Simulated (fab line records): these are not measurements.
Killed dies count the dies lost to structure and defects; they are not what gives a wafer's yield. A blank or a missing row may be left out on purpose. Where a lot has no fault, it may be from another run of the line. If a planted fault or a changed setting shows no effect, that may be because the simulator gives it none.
Chamber matching | flow n5_finfet | 4 sister chambers for N5_HKMG_FIN_ALD_71 on ald_metal-02
The step deposits TiN, target thk 1 nm, pulse time 1 s, purge time 3 s. 8 wafers are shown with their chamber, then 8 later ones without.

== WAFERS WITH THEIR CHAMBER ==
wafer  | chamber | heater_power_w (W) | precursor_pulse_height_rel
L088.3 | 3       | 972                | 0.987
L088.6 | 3       | 962                | 0.995
L089.3 | 0       | 754                | 0.998
L089.5 | 0       | 761                | 0.992
L091.1 | 1       | 931                | 0.980
L091.5 | 2       | 1015               | 1.009
L091.6 | 1       | 892                | 1.008
L092.4 | 2       | 1013               | 1.029

== WAFERS WITH NO CHAMBER GIVEN ==
wafer  | heater_power_w (W) | precursor_pulse_height_rel
L092.5 | 751                | 1.012
L092.6 | 995                | 0.956
L094.2 | 910                | 0.991
L094.4 | 760                | 0.993
L094.6 | 903                | 0.972
L096.2 | 744                | 0.993
L096.4 | 983                | 0.990
L096.6 | 1013               | 0.995

== CHAMBER TAKEN BY EACH ==
wafer  | from the rows above     | in truth
L092.5 | 0                       | 0
L092.6 | can't be placed: 3 or 2 | 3
L094.2 | 1                       | 1
L094.4 | 0                       | 0
L094.6 | 1                       | 1
L096.2 | 0                       | 0
L096.4 | 3                       | 3
L096.6 | can't be placed: 2 or 3 | 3
Correct placement for 6 of the 8. Cannot be placed on the basis of these rows: 2; the candidates contain the true chamber in 2. 0 placed wrongly.
How it was worked out, from the rows above alone: a wafer's distance from a chamber is the root of the sum, over the readings, of the square of ((its reading less the chamber's mean) divided by the reading's scatter). If the next closest chamber is less than 2 further off than the closest, the wafer can't be placed; otherwise it belongs to the closest. A chamber's mean is the mean of its shown wafers. The scatter: the root of (the sum of the squares of (reading less its chamber's mean) over the shown wafers, divided by (wafers less chambers)).
